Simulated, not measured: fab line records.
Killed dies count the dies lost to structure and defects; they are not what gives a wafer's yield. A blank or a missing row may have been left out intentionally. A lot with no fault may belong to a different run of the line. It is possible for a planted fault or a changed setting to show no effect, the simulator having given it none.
Which of the tools did it? -- flow nand_harc -- 12 lots, 35 wafers sampled, at 7 steps of a route of 1302

== WHAT THE GAUGES READ, wafer by wafer ==
NHARC_A_SGD_CUT_CD_MEAS_09: target cd 100 nm.
lot,measured,on,cd_nm (nm)
L458,day 19 12:50,cd_sem-03,100.1 100.6 100.8
L460,day 19 23:53,cd_sem-03,100.0 100.2 100.5
L461,day 21 05:35,cd_sem-03,98.4 99.2 99.3
L470,day 24 08:50,cd_sem-03,99.5 99.8 99.7
L473,day 25 00:17,cd_sem-01,100.6 100.9 100.5
L472,day 25 03:07,cd_sem-03,100.4 100.0
L474,day 25 16:49,cd_sem-01,100.5 100.6 100.1
L477,day 27 09:05,cd_sem-01,99.9 100.1 100.4
L476,day 27 10:07,cd_sem-03,99.6 99.8 99.4
L479,day 27 23:40,cd_sem-03,100.0 99.9 99.7
L480,day 28 03:47,cd_sem-01,100.2 99.8 100.6
L481,day 28 21:43,cd_sem-03,100.8 100.5 100.2

NHARC_A_SGD_CUT_THK_MEAS_22: measures by ellipsometry.
lot,measured,on,thk_nm (nm)
L458,day 19 20:50,film_metro-01,150.9 150.2 148.4
L460,day 20 06:07,film_metro-01,148.4 148.7 147.7
L461,day 21 13:57,film_metro-02,149.0 149.1 147.8
L470,day 24 15:23,film_metro-01,148.1 145.5 74.8
L473,day 25 07:58,film_metro-02,148.2 148.2 77.6
L472,day 25 07:59,film_metro-02,75.8 75.4
L474,day 25 23:11,film_metro-02,147.2 149.5 148.4
L477,day 27 15:57,film_metro-02,148.2 148.8 147.3
L476,day 27 15:58,film_metro-01,149.6 148.2 149.2
L479,day 28 06:10,film_metro-01,145.5 147.5 147.9
L480,day 28 10:31,film_metro-02,148.3 148.5 149.5
L481,day 29 04:19,film_metro-02,147.6 147.8 148.6

NHARC_A_SGD_CUT_INSPECT_25.
lot,measured,on,raw_defect_count
L458,day 19 21:20,defect_inspect-01,279 299 286
L460,day 20 06:34,defect_inspect-01,381 441 409
L461,day 21 14:25,defect_inspect-01,347 541 314
L470,day 24 15:51,defect_inspect-02,335 222 217
L473,day 25 08:31,defect_inspect-02,461 254 453
L472,day 25 08:29,defect_inspect-02,439 389
L474,day 25 23:38,defect_inspect-01,298 306 446
L477,day 27 16:25,defect_inspect-01,243 208 248
L476,day 27 16:25,defect_inspect-02,398 321 432
L479,day 28 06:38,defect_inspect-01,413 290 257
L480,day 28 10:59,defect_inspect-02,365 503 374
L481,day 29 04:47,defect_inspect-01,504 604 440

NHARC_END_SORT_01.
lot,measured,on,killed_at_array,killed_at_other,killed_at_periphery,killed_dies,killed_open,killed_short
L473,day 30 10:32,prober-01,18 21 31,3 0 2,4 3 3,25 24 36,6 3 4,2 0 3
L472,day 30 04:20,prober-01,79,1,4,84,3,2
L476,day 32 18:46,prober-01,64 52 67,2 0 0,10 12 13,76 64 80,3 3 6,5 2 1

== WHAT TOOL EACH LOT RAN ON (gives the tool, then ch and the chambers of the sampled wafers, and finally the start) ==
lot,NHARC_A_SGD_CUT_STRIP_17,NHARC_A_SGD_CUT_DEP_20,NHARC_A_SGD_CUT_CMP_21
L458,"rie_diel-08 ch 0,3, day 19 14:10 or earlier","fcvd-02 ch 1, day 19 14:10","cmp-04 ch 0,1,2, day 19 20:38"
L460,"rie_diel-11 ch 1,2, day 20 01:15 or earlier","fcvd-01 ch 0,1, day 20 01:15","cmp-02 ch 0,3, day 20 05:53"
L461,"rie_diel-11 ch 0,1,2, day 21 06:54 or earlier","fcvd-01 ch 0,1, day 21 06:54","cmp-01 ch 0,1,2, day 21 13:43"
L470,"rie_diel-08 ch 0,1,3, day 24 10:08 or earlier","fcvd-01 ch 0,1, day 24 10:08","cmp-01 ch 0,2,3, day 24 15:08"
L473,"rie_diel-08 ch 0,3, day 25 01:46 or earlier","fcvd-01 ch 1, day 25 01:46","cmp-02 ch 0,2,3, day 25 07:44"
L472,"rie_diel-11 ch 2,3, day 25 04:46 or earlier","fcvd-01 ch 0,1, day 25 04:46","cmp-01 ch 0,1, day 25 07:47"
L474,"rie_diel-06 ch 2,3, day 25 18:19 or earlier","fcvd-02 ch 0,1, day 25 18:19","cmp-01 ch 0,1,3, day 25 22:58"
L477,"rie_diel-11 ch 0,1,3, day 27 10:25 or earlier","fcvd-02 ch 0,1, day 27 10:25","cmp-01 ch 0,3, day 27 15:41"
L476,"rie_diel-08 ch 0,2,3, day 27 11:26 or earlier","fcvd-01 ch 0, day 27 11:26","cmp-04 ch 1,2,3, day 27 15:42"
L479,"rie_diel-08 ch 1,2,3, day 28 00:58 or earlier","fcvd-01 ch 0, day 28 00:58","cmp-01 ch 1,2, day 28 05:55"
L480,"rie_diel-11 ch 0,1,2, day 28 05:11 or earlier","fcvd-01 ch 0, day 28 05:11","cmp-01 ch 1,2, day 28 10:16"
L481,"rie_diel-11 ch 0,1, day 28 23:02 or earlier","fcvd-01 ch 0,1, day 28 23:02","cmp-02 ch 0,3, day 29 04:04"
- NHARC_A_SGD_CUT_STRIP_17: strips in O2.
- NHARC_A_SGD_CUT_DEP_20: deposits SiO2, target thk 150 nm.
- NHARC_A_SGD_CUT_CMP_21: polishes, target thk 148.19 nm.

== AS READ BY THE TOOLS THEMSELVES (means over the sampled wafers that have a number; for cases with no such wafer, the mark the record gives instead) ==
NHARC_A_SGD_CUT_STRIP_17.
lot,tool,drypump_motor_current_A (A),oes_product_au (a.u.),rf_vpp_V (V),showerhead_plenum_p_Torr (Torr),throttle_valve_pct (%)
L458,rie_diel-08,5.4,0.996,58.4,3.44,17.030
L460,rie_diel-11,5.7,1.012,57.6,3.42,17.036
L461,rie_diel-11,5.9,1.008,57.7,3.46,17.034
L470,rie_diel-08,5.6,1.005,59.0,3.52,17.038
L473,rie_diel-08,5.4,1.008,57.3,3.43,17.037
L472,rie_diel-11,5.2,1.000,56.7,3.37,17.040
L474,rie_diel-06,5.7,0.993,58.4,3.66,17.042
L477,rie_diel-11,5.9,0.994,57.7,3.42,17.040
L476,rie_diel-08,5.4,0.990,57.5,3.38,17.043
L479,rie_diel-08,5.6,1.002,57.2,3.46,17.030
L480,rie_diel-11,5.9,1.007,57.8,3.45,17.033
L481,rie_diel-11,6.2,0.998,57.4,3.50,17.032

NHARC_A_SGD_CUT_CMP_21.
lot,tool,edge_zone_pressure_frac,motor_current_A (A),time_to_endpoint_s (s)
L458,cmp-04,1.002,11.4,50.7
L460,cmp-02,0.998,12.2,52.0
L461,cmp-01,1.000,12.7,48.8
L470,cmp-01,0.998,12.6,42.1
L473,cmp-02,0.995,12.7,38.6
L472,cmp-01,1.004,12.4,26.8
L474,cmp-01,0.999,12.4,47.8
L477,cmp-01,1.006,13.5,51.2
L476,cmp-04,0.997,11.4,50.7
L479,cmp-01,1.003,11.9,49.8
L480,cmp-01,1.005,11.9,47.4
L481,cmp-02,1.000,11.0,49.0

== THE ANSWER, worked out from the rows above alone ==
Rule: the lots themselves supply what counts as usual. The widest of any qualifying gaps counts: lots, ordered by their means at a reading, are off when they make up no more than a third of the lots, leave a main group of 4 or more, and stand apart from it by 3 or more times the standard deviation of that group's means. The tables above print the reading to a certain number of digits; a main group whose means all agree to those digits is not used. Also off: a lot with no number at a reading for which 4 or more lots have one. Any other lot the step has rows for is counted as sound. First the gauges in route order, then the tools' own readings, where a lot's mean is used as printed above. The first step at which some lot is off is used, and at that step the reading that is off furthest; a lot without a number counts as furthest.
Off at NHARC_A_SGD_CUT_THK_MEAS_22 (thk_nm): L470, L473, L472. Main group: mean 148.4 nm, sd 0.74.
If a tool, at a process step before that reading, ran all the lots that are off and no sound lot after the first of them, it fits. Not tried: the gauges at NHARC_A_SGD_CUT_THK_MEAS_22; whatever is off there is also off at NHARC_A_SGD_CUT_CMP_21, on other tools, and gauge error can't account for it. NHARC_A_SGD_CUT_STRIP_17 gives no start for some lots, so the hours and the order of its lots are those of NHARC_A_SGD_CUT_DEP_20. Of those tried, none fits.

== WHAT WAS PUT IN BY THE SIMULATOR ==
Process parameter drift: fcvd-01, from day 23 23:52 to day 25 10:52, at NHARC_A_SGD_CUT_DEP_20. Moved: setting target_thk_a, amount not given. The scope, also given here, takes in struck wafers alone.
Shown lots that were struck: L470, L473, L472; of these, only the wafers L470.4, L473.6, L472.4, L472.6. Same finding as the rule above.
